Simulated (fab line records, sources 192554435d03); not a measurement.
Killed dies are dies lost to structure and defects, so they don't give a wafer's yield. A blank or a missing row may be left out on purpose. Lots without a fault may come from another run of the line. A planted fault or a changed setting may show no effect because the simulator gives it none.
fab line records | flow n5_finfet
record lots=24 wafers=72 last_day=18
route steps=1938 shown BEOL_M13@1679 BEOL_M14@1726 BEOL_M15@1774
lots that met no fault: from a run of the same line without faults
start_h: hours from the record's first day to the start of the lot's first wafer shown | wait_h: hours since the lot's step before | " the same as in the row above | L1.1+2: a row that stands for several wafers | - no value, or no start given | * or withheld: withheld | < > ~ a bound
route shown NAME@n: a module of which the file shows steps, and the number in the route of the first | usual: mean/standard deviation of fault-free wafers | same: alike in all rows | chamber/n: place in a boat | sites: the reading at each site | _std_site: their standard deviation | _edge_site: outer sites' mean less inner sites' | radius_mm: how far each site lies from the wafer's centre | mask NAME#n: copy n | behind: the tool/chamber that last shaped the wafer | hold: why the lot was held/for how many hours/how that ended | device: the transistor (n, p or np) that didn't switch | end of line: the same wafers' tests at the end of the route | a step without rows: its recipe alone | killed: dies lost to structure and defects at the first sort, not the wafer's yield | map: a wafer's dies, x killed, . not, _ none there
set.NAME: the setting as run; set.NAME@STEP: as run at that earlier step | model.NAME: the simulator's own value behind a step, which no gauge read
steps of the route over a sample of lots; a table a step, a row a wafer
services: from which hour (start_h, from the record's first day; less than 0 if before it) a tool's chamber was out of use, for how many hours, and why
## steps
# step N5_BEOL_M13_CD_MEAS_17
# recipe target_cd_nm=190 polarity=opening
# usual cd_nm=190.2/1.2
# columns lot.wafer tool chamber start_h wait_h cd_nm
L074.1 cd_sem-01 - 231.82 0.0 191.5
L074.2 " - " " 191.4
L074.6 " - " " 191.7
L075.1 cd_sem-02 - 238.22 0.0 193.3
L075.4 " - " " 192.1
L075.5 " - " " 193.3
L076.1 cd_sem-02 - 245.69 0.0 191.7
L076.2 " - " " 192.3
L076.4 " - " " 192.1
L078.3 cd_sem-01 - 249.76 0.0 190.1
L078.5 " - " " 190.1
L078.6 " - " " 190.3
L077.2 cd_sem-03 - 254.35 0.0 191.7
L077.5 " - " " 191.5
L077.6 " - " " 192.2
L079.2 cd_sem-02 - 278.24 0.0 190.9
L079.4 " - " " 190.6
L079.5 " - " " 191.5
L080.3 cd_sem-01 - 278.90 0.0 189.6
L080.5 " - " " 188.7
L080.6 " - " " 192.8
L083.2 cd_sem-03 - 290.56 0.0 189.8
L083.5 " - " " 190.3
L083.6 " - " " 190.0
L084.2 cd_sem-01 - 291.33 0.0 189.5
L084.3 " - " " 192.1
L084.6 " - " " 190.2
L082.1 cd_sem-02 - 294.38 0.0 188.4
L082.4 " - " " 187.9
L082.5 " - " " 189.9
L087.1 cd_sem-01 - 294.77 0.0 187.8
L087.3 " - " " 188.3
L087.5 " - " " 188.9
L081.1 cd_sem-01 - 295.45 0.0 189.0
L081.3 " - " " 189.3
L081.5 " - " " 189.5
L085.1 cd_sem-01 - 298.47 0.0 189.3
L085.5 " - " " 188.5
L085.6 " - " " 190.4
L086.1 cd_sem-01 - 302.06 0.0 189.4
L086.2 " - " " 190.4
L086.3 " - " " 190.0
L090.3 cd_sem-03 - 329.47 0.0 188.2
L090.5 " - " " 190.0
L090.6 " - " " 189.3
L088.2 cd_sem-01 - 333.25 0.0 188.1
L088.3 " - " " 190.7
L088.5 " - " " 188.6
L089.1 cd_sem-02 - 336.54 0.0 189.7
L089.2 " - " " 190.3
L089.5 " - " " 190.7
L092.2 cd_sem-01 - 343.77 0.0 189.6
L092.3 " - " " 189.2
L092.5 " - " " 189.4
L091.2 cd_sem-02 - 344.04 0.0 190.1
L091.4 " - " " 189.7
L091.5 " - " " 191.1
L093.1 cd_sem-03 - 354.99 0.0 191.4
L093.3 " - " " 189.8
L093.6 " - " " 190.3
L095.3 cd_sem-03 - 361.94 0.0 190.7
L095.4 " - " " 191.7
L095.5 " - " " 192.6
L094.2 cd_sem-02 - 365.04 0.0 190.2
L094.3 " - " " 190.9
L094.5 " - " " 190.6
L097.1 cd_sem-03 - 373.31 0.0 188.8
L097.2 " - " " 190.2
L097.3 " - " " 190.7
L096.3 cd_sem-01 - 390.64 0.0 190.0
L096.4 " - " " 189.8
L096.5 " - " " 190.1
# step N5_BEOL_M13_ETCH_67
# recipe chemistry=CF4 target=SiARC target_depth_a=1430 time_s=238.3 ion_energy_ev=80 pressure_mtorr=40 source_w=545 bias_w=36 Ar_flow_sccm=100 cf4_flow_sccm=100 ends=cleared
# usual drypump_motor_current_A=5.5/0.43 etch_rf_on_time_s=236/4.2 oes_product_au=0.72/0.051 rf_vpp_V=184.5/1.3 showerhead_plenum_p_Torr=2.18/0.075 throttle_valve_pct=15.57/0.2
# columns lot.wafer tool chamber start_h wait_h drypump_motor_current_A etch_rf_on_time_s oes_product_au rf_hours_counter_h rf_vpp_V showerhead_plenum_p_Torr throttle_valve_pct
L074.1 rie_diel-03 3 232.27 0.0 4.7 241 0.70 70 183.8 2.08 15.76
L074.2 " 2 " " 5.4 238 0.69 100 186.2 2.24 15.85
L074.6 " 1 " " 5.9 240 0.72 - 184.3 2.17 15.52
L075.1 rie_diel-01 2 238.67 0.0 5.6 234 0.82 7 182.5 2.11 15.36
L075.4 " 0 " " 5.0 237 0.72 68 184.8 2.25 15.53
L075.5 " 3 " " 5.4 231 0.72 - 184.2 2.17 15.54
L076.1 rie_diel-03 1 246.26 0.0 5.9 237 0.72 65 184.9 2.17 15.52
L076.2 " 2 " " 5.4 235 0.69 105 184.1 2.24 15.88
L076.4 " 0 " " 5.2 229 0.83 2 187.1 2.28 15.47
L078.3 rie_diel-01 3 250.21 0.0 5.4 230 0.73 70 183.7 2.17 15.56
L078.5 " 1 " " 5.9 237 0.71 - 186.4 2.26 15.18
L078.6 " 2 " " 5.5 235 0.80 - 183.2 2.11 15.36
L077.2 rie_diel-03 1 255.66 0.0 5.9 238 0.71 69 183.9 2.17 15.53
L077.5 " 0 " " 5.2 227 0.81 - 187.0 2.28 15.46
L077.6 " 3 " " 4.7 241 0.70 - 182.6 2.08 15.78
L079.2 rie_diel-01 1 278.81 0.0 5.9 238 0.70 66 185.0 2.25 15.20
L079.4 " 1 " " 6.0 240 0.70 - 185.9 2.25 15.19
L079.5 " 3 " " 5.4 229 0.71 - 184.1 2.16 15.56
L080.3 rie_diel-04 0 279.34 0.0 5.7 236 0.80 8 186.4 2.20 15.43
L080.5 " 0 " " 5.7 235 0.80 - 184.2 2.20 15.44
L080.6 " 1 " " 5.7 240 0.68 - 182.0 2.08 15.35
L083.2 rie_diel-03 1 291.14 0.0 5.9 239 0.71 80 185.0 2.17 15.55
L083.5 " 1 " " 6.0 238 0.71 - 184.2 2.17 15.57
L083.6 " 2 " " 5.4 235 0.68 - 186.1 2.24 15.89
L084.2 rie_diel-01 0 292.05 0.0 5.1 235 0.71 82 185.7 2.25 15.56
L084.3 " 2 " " 5.5 235 0.78 24 182.7 2.11 15.39
L084.6 " 1 " " 6.0 238 0.70 - 185.1 2.25 15.21
L082.1 rie_diel-03 0 295.32 0.0 5.2 228 0.76 19 186.4 2.28 15.50
L082.4 " 3 " " 4.8 240 0.69 89 184.0 2.07 15.78
L082.5 " 2 " " 5.4 235 0.68 - 186.7 2.23 15.91
L087.1 rie_diel-01 3 295.33 0.0 5.4 228 0.71 84 185.0 2.16 15.57
L087.3 " 2 " " 5.6 233 0.78 25 183.7 2.11 15.40
L087.5 " 2 " " 5.5 232 0.78 - 182.3 2.11 15.39
L081.1 rie_diel-04 1 296.02 0.0 5.7 244 0.68 106 182.9 2.07 15.36
L081.3 " 3 " " 6.4 240 0.59 239 182.9 2.03 15.78
L081.5 " 2 " " 5.8 239 0.81 - 185.3 2.19 15.41
L085.1 rie_diel-01 3 299.03 0.0 5.4 233 0.70 84 185.3 2.16 15.59
L085.5 " 2 " " 5.5 239 0.77 - 184.5 2.11 15.38
L085.6 " 3 " " 5.4 231 0.71 - 183.9 2.16 15.56
L086.1 rie_diel-04 0 302.61 0.0 5.8 237 0.78 16 183.9 2.19 15.44
L086.2 " 1 " " 5.7 240 0.67 108 183.1 2.07 15.36
L086.3 " 2 " " 5.7 235 0.82 7 185.5 2.19 15.42
L090.3 rie_diel-03 1 330.05 0.0 5.9 237 0.69 88 184.1 2.16 15.55
L090.5 " 0 " " 5.2 229 0.76 - 185.3 2.27 15.54
L090.6 " 3 " " 4.7 240 0.68 - 183.1 2.07 15.79
L088.2 rie_diel-03 1 334.11 0.0 5.9 236 0.69 89 184.2 2.16 15.56
L088.3 " 3 " " 4.7 237 0.69 97 181.5 2.07 15.81
L088.5 " 0 " " 5.2 228 0.76 - 186.2 2.27 15.51
L089.1 rie_diel-03 1 337.29 0.0 5.9 238 0.69 90 184.0 2.16 15.58
L089.2 " 0 " " 5.2 231 0.75 27 186.3 2.27 15.52
L089.5 " 1 " " 5.9 238 0.69 - 185.6 2.16 15.56
L092.2 rie_diel-03 2 344.34 0.0 5.4 235 0.67 131 185.4 2.23 15.93
L092.3 " 0 " " 5.2 228 0.75 29 184.8 2.27 15.53
L092.5 " 3 " " 4.7 241 0.68 - 182.6 2.07 15.81
L091.2 rie_diel-01 1 344.70 0.0 6.0 235 0.69 84 184.8 2.25 15.24
L091.4 " 2 " " 5.6 233 0.76 40 185.1 2.10 15.44
L091.5 " 0 " " 5.1 239 0.68 - 185.7 2.24 15.62
L093.1 rie_diel-03 0 355.44 0.0 5.2 231 0.74 33 185.9 2.27 15.53
L093.3 " 2 " " 5.4 236 0.67 135 184.7 2.23 15.92
L093.6 " 0 " " 5.2 230 0.74 - 185.2 2.27 15.54
L095.3 rie_diel-04 3 362.52 0.0 6.5 229 0.83 3 185.7 2.28 15.32
L095.4 " 1 " " 5.7 242 0.65 128 182.2 2.07 15.40
L095.5 " 2 " " 5.8 235 0.78 - 184.8 2.18 15.45
L094.2 rie_diel-03 3 365.71 0.0 4.7 241 0.67 107 183.7 2.07 15.83
L094.3 " 2 " " 5.4 233 0.67 139 185.4 2.23 15.93
L094.5 " 3 " " 4.7 238 0.67 - 182.5 2.07 15.83
L097.1 rie_diel-04 0 373.89 0.0 5.8 240 0.73 43 184.4 2.18 15.50
L097.2 " 3 " " 6.5 229 0.82 6 185.9 2.28 15.31
L097.3 " 1 " " 5.7 245 0.65 132 182.9 2.07 15.41
L096.3 rie_diel-03 0 391.21 0.0 5.2 230 0.73 44 186.1 2.27 15.55
L096.4 " 1 " " 5.9 238 0.68 107 185.1 2.16 15.60
L096.5 " 1 " " 5.9 237 0.68 - 182.9 2.16 15.59
# step N5_BEOL_M14_CD_MEAS_10
# recipe target_cd_nm=250 landing_energy_ev=500 detector=se_inlens polarity=opening
# usual cd_nm=250.1/1.5
# columns lot.wafer tool chamber start_h wait_h cd_nm
L074.1 cd_sem-01 0 239.79 - 251.2
L074.2 " 0 " " 251.6
L074.6 " 0 " " 252.0
L075.1 cd_sem-03 0 248.58 - 251.8
L075.4 " 0 " " 248.3
L075.5 " 0 " " 247.6
L076.1 cd_sem-02 0 250.39 - 252.0
L076.2 " 0 " " 249.4
L076.4 " 0 " " 249.9
L078.3 cd_sem-01 0 253.65 - 253.4
L078.5 " 0 " " 251.1
L078.6 " 0 " " 250.9
L077.2 cd_sem-02 0 259.72 - 251.6
L077.5 " 0 " " 250.4
L077.6 " 0 " " 251.4
L080.3 cd_sem-03 0 283.81 - 252.0
L080.5 " 0 " " 253.1
L080.6 " 0 " " 253.4
L079.2 cd_sem-03 0 283.97 - 252.4
L079.4 " 0 " " 250.8
L079.5 " 0 " " 249.5
L083.2 cd_sem-03 0 294.04 - 250.3
L083.5 " 0 " " 251.5
L083.6 " 0 " " 249.8
L082.1 cd_sem-02 0 302.12 - 250.2
L082.4 " 0 " " 252.2
L082.5 " 0 " " 250.9
L087.1 cd_sem-03 0 302.39 - 252.0
L087.3 " 0 " " 251.9
L087.5 " 0 " " 252.0
L084.2 cd_sem-01 0 302.55 - 247.7
L084.3 " 0 " " 249.2
L084.6 " 0 " " 250.0
L081.1 cd_sem-03 0 303.39 - 250.0
L081.3 " 0 " " 247.6
L081.5 " 0 " " 249.3
L085.1 cd_sem-02 0 303.99 - 248.2
L085.5 " 0 " " 247.3
L085.6 " 0 " " 249.8
L086.1 cd_sem-01 0 310.45 - 251.5
L086.2 " 0 " " 251.8
L086.3 " 0 " " 251.1
L090.3 cd_sem-02 0 335.08 - 248.8
L090.5 " 0 " " 247.6
L090.6 " 0 " " 248.2
L088.2 cd_sem-01 0 336.96 - 249.0
L088.3 " 0 " " 250.0
L088.5 " 0 " " 246.7
L089.1 cd_sem-03 0 342.64 - 247.5
L089.2 " 0 " " 247.9
L089.5 " 0 " " 247.2
L092.2 cd_sem-03 0 347.69 - 250.4
L092.3 " 0 " " 251.9
L092.5 " 0 " " 251.8
L091.2 cd_sem-02 0 349.14 - 248.7
L091.4 " 0 " " 250.0
L091.5 " 0 " " 248.5
L093.1 cd_sem-01 0 359.72 - 249.4
L093.3 " 0 " " 248.6
L093.6 " 0 " " 248.1
L095.3 cd_sem-01 0 366.47 - 248.9
L095.4 " 0 " " 250.0
L095.5 " 0 " " 249.7
L094.2 cd_sem-01 0 369.14 - 252.7
L094.3 " 0 " " 250.6
L094.5 " 0 " " 251.5
L097.1 cd_sem-03 0 378.39 - 246.7
L097.2 " 0 " " 249.3
L097.3 " 0 " " 249.2
L096.3 cd_sem-02 0 395.31 - 250.5
L096.4 " 0 " " 251.1
L096.5 " 0 " " 249.8
# step N5_BEOL_M14_DESCUM_33
# recipe chemistry=O2 time_s=7.9 source_power_w=50 bias_power_w=20 pressure_mtorr=20 rf_frequency_hz=2.712e+07 temp_c=40 o2_flow_sccm=225
# usual drypump_motor_current_A=5.8/0.38 oes_product_au=0.78/0.094 rf_vpp_V=242.6/1.4 showerhead_plenum_p_Torr=2.05/0.077 temp_c=40.01/0.11 throttle_valve_pct=20.54/0.29
# columns lot.wafer tool chamber start_h wait_h drypump_motor_current_A oes_product_au rf_hours_counter_h rf_vpp_V showerhead_plenum_p_Torr temp_c throttle_valve_pct
L074.1 rie_diel-06 1 240.85 0.0 6.0 0.72 190 242.3 2.08 39.89 20.69
L074.2 " 3 " " 6.2 0.74 183 240.6 2.00 40.05 20.55
L074.6 " 2 " " 5.9 0.91 - 242.3 2.06 39.89 20.10
L075.1 rie_diel-05 1 250.02 0.1 5.1 0.89 47 240.9 2.03 39.99 20.14
L075.4 " 3 " " 5.7 0.70 - 243.9 2.05 40.02 20.44
L075.5 " 2 " " 6.2 0.88 - 241.9 2.12 39.87 20.41
L076.1 rie_diel-06 2 251.34 0.0 5.9 0.90 37 241.1 2.05 39.97 20.09
L076.2 " 3 " " 6.2 0.74 186 242.6 2.00 40.08 20.53
L076.4 " 3 " " 6.2 0.74 - 241.7 2.00 40.15 20.57
L078.3 rie_diel-02 3 254.71 0.0 6.1 0.70 223 240.9 1.98 39.80 20.95
L078.5 " 2 " " 6.2 0.72 - 244.3 2.17 40.12 20.94
L078.6 " 1 " " 5.0 0.70 - 240.5 1.98 39.86 20.41
L077.2 rie_diel-05 0 260.66 0.0 5.6 0.82 84 239.8 2.02 40.03 20.29
L077.5 " 0 " " 5.6 0.83 - 242.1 2.02 40.11 20.29
L077.6 " 1 " " 5.1 0.88 - 241.5 2.03 40.18 20.18
L080.3 rie_diel-02 0 285.04 0.3 5.9 0.68 252 242.0 1.98 40.15 20.70
L080.5 " 0 " " 5.9 0.68 - 241.0 1.98 40.07 20.72
L080.6 " 3 " " 6.1 0.69 - 241.3 1.97 39.98 20.96
L079.2 rie_diel-06 2 285.29 0.2 5.9 0.88 51 241.9 2.05 39.94 20.11
L079.4 " 1 " " 6.0 0.71 203 241.8 2.07 39.75 20.70
L079.5 " 1 " " 5.9 0.72 - 244.9 2.07 39.99 20.69
L083.2 rie_diel-02 2 295.08 0.0 6.1 0.71 226 244.1 2.16 39.86 20.98
L083.5 " 1 " " 5.0 0.69 - 241.6 1.98 40.02 20.41
L083.6 " 3 " " 6.1 0.67 - 241.1 1.97 39.85 20.98
L082.1 rie_diel-02 3 303.18 0.0 6.2 0.68 242 242.2 1.97 40.20 20.97
L082.4 " 3 " " 6.1 0.69 - 240.5 1.97 40.11 20.98
L082.5 " 2 " " 6.2 0.70 - 242.8 2.16 39.95 20.97
L087.1 rie_diel-05 2 303.84 0.3 6.2 0.85 55 243.1 2.12 39.94 20.46
L087.3 " 0 " " 5.7 0.81 103 242.6 2.01 39.93 20.30
L087.5 " 0 " " 5.6 0.81 - 242.9 2.01 39.88 20.30
L084.2 rie_diel-06 2 304.23 0.3 5.9 0.87 57 242.6 2.05 40.19 20.11
L084.3 " 0 " " 5.8 0.86 63 242.3 2.04 40.00 20.38
L084.6 " 0 " " 5.8 0.85 - 243.1 2.04 39.94 20.39
L081.1 rie_diel-02 1 304.78 0.0 5.0 0.68 231 241.8 1.97 39.95 20.44
L081.3 " 3 " " 6.1 0.68 243 241.5 1.97 40.20 21.00
L081.5 " 1 " " 5.0 0.68 - 241.1 1.97 40.03 20.44
L085.1 rie_diel-02 2 305.36 0.2 6.1 0.72 231 243.0 2.16 39.90 20.98
L085.5 " 3 " " 6.1 0.68 - 242.5 1.97 40.08 20.99
L085.6 " 1 " " 5.0 0.68 - 241.6 1.97 40.00 20.43
L086.1 rie_diel-02 2 311.93 0.4 6.2 0.70 233 243.5 2.16 39.95 20.98
L086.2 " 1 " " 5.0 0.68 234 239.9 1.97 40.06 20.45
L086.3 " 3 " " 6.1 0.67 246 240.7 1.97 39.99 20.98
L090.3 rie_diel-06 0 336.21 0.0 5.8 0.85 74 241.1 2.03 40.06 20.40
L090.5 " 2 " " 5.9 0.86 - 242.7 2.04 39.77 20.14
L090.6 " 3 " " 6.2 0.71 - 240.6 1.99 40.10 20.60
L088.2 rie_diel-06 2 338.73 0.2 5.9 0.85 71 242.4 2.04 40.02 20.15
L088.3 " 0 " " 5.8 0.85 75 242.4 2.03 40.00 20.41
L088.5 " 0 " " 5.8 0.84 - 242.6 2.03 40.03 20.41
L089.1 rie_diel-05 0 343.57 0.0 5.7 0.79 119 240.8 2.01 39.98 20.32
L089.2 " 3 " " 5.7 0.92 23 241.0 2.04 40.28 20.15
L089.5 " 3 " " 5.7 0.93 - 242.5 2.04 39.94 20.14
L092.2 rie_diel-05 2 348.70 0.0 6.2 0.82 71 242.7 2.11 40.13 20.47
L092.3 " 3 " " 5.8 0.91 25 241.7 2.04 40.12 20.15
L092.5 " 0 " " 5.6 0.79 - 243.8 2.01 40.10 20.33
L091.2 rie_diel-02 3 353.18 0.3 6.1 0.98 2 246.1 2.23 40.11 20.59
L091.4 " 2 " " 6.2 0.69 246 242.9 2.15 40.10 21.00
L091.5 " 0 " " 5.9 0.93 - 246.2 2.24 40.17 20.31
L093.1 rie_diel-06 2 360.79 0.0 5.9 0.84 78 242.3 2.04 40.02 20.17
L093.3 " 3 " " 6.2 0.71 228 241.2 1.98 40.03 20.60
L093.6 " 1 " " 6.0 0.70 - 242.7 2.06 40.01 20.72
L095.3 rie_diel-02 0 367.47 0.0 5.9 0.92 19 246.5 2.23 40.18 20.32
L095.4 " 3 " " 6.1 0.94 - 245.1 2.23 40.12 20.63
L095.5 " 0 " " 5.9 0.92 - 244.6 2.23 40.13 20.31
L094.2 rie_diel-02 0 370.26 0.0 5.9 0.91 21 245.3 2.23 39.92 20.32
L094.3 " 3 " " 6.1 0.95 10 245.0 2.23 39.97 20.60
L094.5 " 3 " " 6.1 0.95 - 245.3 2.23 40.01 20.61
L097.1 rie_diel-06 0 379.36 0.0 5.8 0.83 91 242.8 2.03 39.99 20.42
L097.2 " 1 " " 6.0 0.69 236 244.2 2.06 39.92 20.73
L097.3 " 3 " " 6.2 0.70 235 242.0 1.98 40.08 20.62
L096.3 rie_diel-06 0 396.39 0.0 5.8 0.81 97 242.9 2.02 40.14 20.44
L096.4 " 1 " " 6.0 0.69 243 243.1 2.06 39.93 20.76
L096.5 " 3 " " 6.2 0.69 - 239.9 1.98 40.13 20.65
# step N5_BEOL_M14_OCD_MEAS_35
# usual trench_depth_nm=552/8.4
# columns lot.wafer tool chamber start_h wait_h trench_depth_nm
L074.1 ocd-02 - 241.46 0.0 540
L074.2 " - " " 549
L074.6 " - " " 551
L075.1 ocd-01 - 250.64 0.0 555
L075.4 " - " " 560
L075.5 " - " " 558
L076.1 ocd-01 - 251.95 0.0 558
L076.2 " - " " 550
L076.4 " - " " 547
L078.3 ocd-02 - 255.32 0.0 558
L078.5 " - " " 547
L078.6 " - " " 549
L077.2 ocd-01 - 261.27 0.0 560
L077.5 " - " " 561
L077.6 " - " " 554
L080.3 ocd-02 - 285.65 0.0 523
L080.5 " - " " 527
L080.6 " - " " 551
L079.2 ocd-01 - 285.90 0.0 563
L079.4 " - " " 547
L079.5 " - " " 543
L083.2 ocd-01 - 295.70 0.0 547
L083.5 " - " " 545
L083.6 " - " " 559
L082.1 ocd-02 - 303.79 0.0 560
L082.4 " - " " 557
L082.5 " - " " 548
L087.1 ocd-01 - 304.45 0.0 553
L087.3 " - " " 555
L087.5 " - " " 559
L084.2 ocd-02 - 304.85 0.0 561
L084.3 " - " " 555
L084.6 " - " " 558
L081.1 ocd-02 - 305.39 0.0 553
L081.3 " - " " 562
L081.5 " - " " 548
L085.1 ocd-01 - 305.97 0.0 548
L085.5 " - " " 558
L085.6 " - " " 543
L086.1 ocd-02 - 312.54 0.0 546
L086.2 " - " " 547
L086.3 " - " " 556
L090.3 ocd-02 - 336.82 0.0 558
L090.5 " - " " 557
L090.6 " - " " 550
L088.2 ocd-02 - 339.34 0.0 562
L088.3 " - " " 561
L088.5 " - " " 557
L089.1 ocd-02 - 344.18 0.0 561
L089.2 " - " " 578
L089.5 " - " " 574
L092.2 ocd-02 - 349.32 0.0 559
L092.3 " - " " 572
L092.5 " - " " 559
L091.2 ocd-01 - 353.80 0.0 556
L091.4 " - " " 539
L091.5 " - " " 548
L093.1 ocd-02 - 361.40 0.0 558
L093.3 " - " " 545
L093.6 " - " " 547
L095.3 ocd-01 - 368.08 0.0 551
L095.4 " - " " 560
L095.5 " - " " 550
L094.2 ocd-02 - 370.87 0.0 551
L094.3 " - " " 560
L094.5 " - " " 561
L097.1 ocd-02 - 379.97 0.0 555
L097.2 " - " " 544
L097.3 " - " " 547
L096.3 ocd-02 - 397.00 0.0 551
L096.4 " - " " 537
L096.5 " - " " 540
# step N5_BEOL_M15_THK_MEAS_01
# recipe reads=SiO2_of_BEOL_M15_ILD_DEP_00
# usual M15_ILD_THK=1629/23
# columns lot.wafer tool chamber start_h wait_h M15_ILD_THK[nm]
L074.1 film_metro-01 - 249.35 0.1 1622
L074.2 " - " " 1627
L074.6 " - " " 1667
L075.1 film_metro-02 - 253.20 0.1 1611
L075.4 " - " " 1632
L075.5 " - " " 1645
L076.1 film_metro-01 - 254.39 0.1 1607
L076.2 " - " " 1622
L076.4 " - " " 1621
L078.3 film_metro-01 - 259.64 0.1 1612
L078.5 " - " " 1620
L078.6 " - " " 1627
L077.2 film_metro-01 - 263.66 0.1 1619
L077.5 " - " " 1634
L077.6 " - " " 1602
L080.3 film_metro-02 - 289.55 0.1 1621
L080.5 " - " " 1654
L080.6 " - " " 1642
L079.2 film_metro-02 - 290.90 0.1 1635
L079.4 " - " " 1640
L079.5 " - " " 1645
L083.2 film_metro-01 - 302.21 0.1 1632
L083.5 " - " " 1653
L083.6 " - " " 1656
L082.1 film_metro-01 - 307.97 0.1 1640
L082.4 " - " " 1639
L082.5 " - " " 1610
L087.1 film_metro-01 - 308.64 0.1 1629
L087.3 " - " " 1623
L087.5 " - " " 1637
L084.2 film_metro-01 - 309.47 0.1 1629
L084.3 " - " " 1631
L084.6 " - " " 1610
L081.1 film_metro-01 - 309.82 0.1 1630
L081.3 " - " " 1632
L081.5 " - " " 1649
L085.1 film_metro-02 - 310.33 0.1 1629
L085.5 " - " " 1659
L085.6 " - " " 1618
L086.1 film_metro-01 - 316.82 0.1 1654
L086.2 " - " " 1609
L086.3 " - " " 1621
L090.3 film_metro-02 - 339.11 0.1 1622
L090.5 " - " " 1659
L090.6 " - " " 1603
L088.2 film_metro-02 - 342.18 0.1 1640
L088.3 " - " " 1641
L088.5 " - " " 1661
L089.1 film_metro-01 - 346.50 0.1 1552
L089.2 " - " " 1614
L089.5 " - " " 1605
L092.2 film_metro-01 - 354.44 0.1 1630
L092.3 " - " " 1625
L092.5 " - " " 1637
L091.2 film_metro-02 - 360.59 0.1 1621
L091.4 " - " " 1639
L091.5 " - " " 1649
L093.1 film_metro-01 - 363.57 0.1 1587
L093.3 " - " " 1627
L093.6 " - " " 1631
L095.3 film_metro-02 - 371.73 0.1 1596
L095.4 " - " " 1626
L095.5 " - " " 1643
L094.2 film_metro-02 - 374.12 0.1 1611
L094.3 " - " " 1609
L094.5 " - " " 1629
L097.1 film_metro-02 - 383.85 0.1 1639
L097.2 " - " " 1649
L097.3 " - " " 1650
L096.3 film_metro-01 - 401.11 0.1 1594
L096.4 " - " " 1649
L096.5 " - " " 1631
## services
# columns tool chamber start_h hours kind
rie_diel-06 2 209.85 1.5 repair
rie_diel-02 - 243.77 0.4 repair
rie_diel-05 0 246.43 14.1 repair
rie_diel-04 1 246.44 6.6 repair
rie_diel-04 2 248.61 3.7 repair
rie_diel-06 1 249.84 9.5 repair
rie_diel-01 0 269.66 2.1 repair
rie_diel-06 0 274.73 1.6 repair
rie_diel-01 0 275.75 4.7 repair
rie_diel-06 0 276.83 7.2 repair
rie_diel-03 3 282.13 10.9 repair
rie_diel-02 0 286.55 12.4 repair
rie_diel-03 - 298.97 15.6 pm
rie_diel-02 - 320.74 3.6 repair
rie_diel-01 2 321.53 13.2 repair
rie_diel-04 1 326.25 8.7 repair
rie_diel-02 2 328.81 3.2 repair
rie_diel-04 3 329.91 4.1 repair
rie_diel-06 1 352.27 2.4 repair
rie_diel-02 1 362.03 1.3 repair
rie_diel-03 - 367.22 0.3 repair
rie_diel-06 2 368.01 12.3 repair
rie_diel-02 3 386.31 2.8 repair
rie_diel-03 - 393.47 0.4 repair
## key
fault none
